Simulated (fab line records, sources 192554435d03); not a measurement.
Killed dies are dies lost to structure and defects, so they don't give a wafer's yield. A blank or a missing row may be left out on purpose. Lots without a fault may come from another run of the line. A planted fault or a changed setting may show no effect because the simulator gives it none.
Which tool did it? | flow n5_finfet | 12 lots, 36 wafers sampled, at 4 steps of a route of 1938

WHAT THE GAUGES READ, wafer by wafer
N5_BEOL_M9_CD_MEAS_11: target cd 64.1 nm. Usual: cd_nm 64.0 nm, standard deviation 0.49.
lot  | measured     | on        | cd_nm (nm)     | flag
L470 | day 10 08:36 | cd_sem-02 | 64.9 65.0 64.4 |
L472 | day 10 12:36 | cd_sem-03 | 63.7 64.0 63.4 |
L471 | day 10 12:38 | cd_sem-01 | 64.3 63.8 63.7 |
L474 | day 10 12:41 | cd_sem-02 | 64.5 64.7 64.5 |
L473 | day 10 15:19 | cd_sem-01 | 64.1 64.2 63.5 |
L477 | day 11 15:24 | cd_sem-02 | 65.1 64.6 65.0 |
L479 | day 13 00:34 | cd_sem-02 | 63.2 64.1 63.7 |
L484 | day 13 12:06 | cd_sem-01 | 64.1 64.0 64.0 |
L487 | day 14 14:47 | cd_sem-03 | 63.4 63.5 64.1 |
L489 | day 15 04:25 | cd_sem-02 | 64.3 64.7 64.9 |
L490 | day 15 07:11 | cd_sem-01 | 63.8 63.7 63.2 |
L491 | day 15 11:19 | cd_sem-02 | 64.4 64.2 65.2 |

WHICH TOOL RAN EACH LOT (tool, then ch and the chambers of the sampled wafers, then the start)
lot  | N5_BEOL_M9_CURE_71            | N5_BEOL_M9_HM_DEP_02         | N5_BEOL_M9_COAT_59
L470 | uv_cure-01 ch 0, day 10 06:34 | pvd_sputter-03, day 10 08:14 | litho_track-02 ch 0, day 10 08:22
L472 | uv_cure-01 ch 1, day 10 09:05 | pvd_sputter-02, day 10 12:06 | litho_track-04 ch 0, day 10 12:14
L471 | uv_cure-02 ch 0, day 10 09:34 | pvd_sputter-01, day 10 12:12 | litho_track-01 ch 0, day 10 12:19
L474 | uv_cure-03 ch 0, day 10 10:07 | pvd_sputter-02, day 10 12:12 | litho_track-04 ch 0, day 10 12:20
L473 | uv_cure-01 ch 0, day 10 13:41 | pvd_sputter-01, day 10 14:56 | litho_track-04 ch 0, day 10 15:04
L477 | uv_cure-02 ch 2, day 11 13:02 | pvd_sputter-03, day 11 15:02 | litho_track-04 ch 0, day 11 15:10
L479 | uv_cure-03 ch 1, day 12 21:55 | pvd_sputter-03, day 13 00:11 | litho_track-02 ch 0, day 13 00:19
L484 | uv_cure-02 ch 0, day 13 09:17 | pvd_sputter-01, day 13 11:36 | litho_track-04 ch 0, day 13 11:44
L487 | uv_cure-01 ch 0, day 14 11:23 | pvd_sputter-03, day 14 14:25 | litho_track-04 ch 0, day 14 14:32
L489 | uv_cure-02 ch 1, day 15 03:08 | pvd_sputter-01, day 15 03:55 | litho_track-01 ch 0, day 15 04:02
L490 | uv_cure-02 ch 2, day 15 05:45 | pvd_sputter-01, day 15 06:49 | litho_track-02 ch 0, day 15 06:57
L491 | uv_cure-03 ch 1, day 15 09:09 | pvd_sputter-03, day 15 10:56 | litho_track-01 ch 0, day 15 11:04
- N5_BEOL_M9_CURE_71: cures SiCOH lowk, time 240 s.
- N5_BEOL_M9_HM_DEP_02: deposits TiN, target thk 20 nm.
- N5_BEOL_M9_COAT_59: time 60 s, resist thk 100 nm.

WHAT THE TOOLS THEMSELVES READ (means of the sampled wafers that have a number; where no wafer has one, the mark that the record gives instead)
N5_BEOL_M9_CURE_71. Usual: lamp_power_pct 52.30 %, standard deviation 0.056; wafer_temp_C_max 386.7, standard deviation 0.53.
lot  | tool       | lamp_power_pct (%) | wafer_temp_C_max | flag
L470 | uv_cure-01 | 52.31              | 386.4            |
L472 | uv_cure-01 | 52.29              | 386.2            |
L471 | uv_cure-02 | 52.28              | 386.4            |
L474 | uv_cure-03 | 52.30              | 387.4            |
L473 | uv_cure-01 | 52.34              | 386.1            |
L477 | uv_cure-02 | 52.29              | 386.9            |
L479 | uv_cure-03 | 52.26              | 386.6            |
L484 | uv_cure-02 | 52.33              | 386.8            |
L487 | uv_cure-01 | 52.32              | 385.9            |
L489 | uv_cure-02 | 52.32              | 386.9            |
L490 | uv_cure-02 | 52.29              | 386.4            |
L491 | uv_cure-03 | 52.30              | 386.9            |

N5_BEOL_M9_HM_DEP_02. Usual: throttle_valve_pct 30.2 %, standard deviation 0.95.
lot  | tool           | throttle_valve_pct (%) | flag
L470 | pvd_sputter-03 | 29.9                   |
L472 | pvd_sputter-02 | 30.4                   |
L471 | pvd_sputter-01 | 29.4                   |
L474 | pvd_sputter-02 | 29.7                   |
L473 | pvd_sputter-01 | 29.4                   |
L477 | pvd_sputter-03 | 29.1                   |
L479 | pvd_sputter-03 | 29.8                   |
L484 | pvd_sputter-01 | 30.6                   |
L487 | pvd_sputter-03 | 30.8                   |
L489 | pvd_sputter-01 | 30.6                   |
L490 | pvd_sputter-01 | 30.8                   |
L491 | pvd_sputter-03 | 30.5                   |

N5_BEOL_M9_COAT_59. Usual: spin_speed_rpm 1500.2 rpm, standard deviation 1.1.
lot  | tool           | spin_speed_rpm (rpm) | flag
L470 | litho_track-02 | 1501.4               |
L472 | litho_track-04 | 1500.3               |
L471 | litho_track-01 | 1501.1               |
L474 | litho_track-04 | 1499.0               |
L473 | litho_track-04 | 1500.1               |
L477 | litho_track-04 | 1500.0               |
L479 | litho_track-02 | 1499.8               |
L484 | litho_track-04 | 1564.6               | OFF
L487 | litho_track-04 | 1565.8               | OFF
L489 | litho_track-01 | 1500.3               |
L490 | litho_track-02 | 1500.3               |
L491 | litho_track-01 | 1500.2               |

THE ANSWER, worked out from the rows above alone
Rule: a lot is off if the mean of its wafers that have a number lies more than 3 standard deviations from the usual mean. A lot without any number at a reading at which 4 lots or more have one is off too. The other lots that the step has rows for count as sound. The gauges are gone through in route order, then the tools' own readings, and for those a lot's mean is taken as printed above. The first step at which some lot is off is used, and at that step the reading that is off furthest; a lot without a number counts as furthest.
Off: L484, L487, at N5_BEOL_M9_COAT_59 (spin_speed_rpm).
A tool fits if, at that step or a process step before it, it ran every lot that is off, and no sound lot after the first of them. One fits: litho_track-04 at N5_BEOL_M9_COAT_59. Its last sound lot is L477 (day 11 15:10), its first lot that is off L484 (day 13 11:44): a fault that began between those two fits.
The tool's own readings at N5_BEOL_M9_COAT_59 bear it out: on the lots that are off they differ by more than 5 times the standard deviation of the sound lots' means. spin_speed_rpm reads 1565.2 rpm there against 1500.2 rpm on the sound lots.

WHAT THE SIMULATOR HAD PUT IN
Process parameter drift: litho_track-04, from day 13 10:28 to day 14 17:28, at N5_BEOL_M9_COAT_59. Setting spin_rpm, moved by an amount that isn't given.
Lots struck among those shown: L484, L487. The rule above found the same.
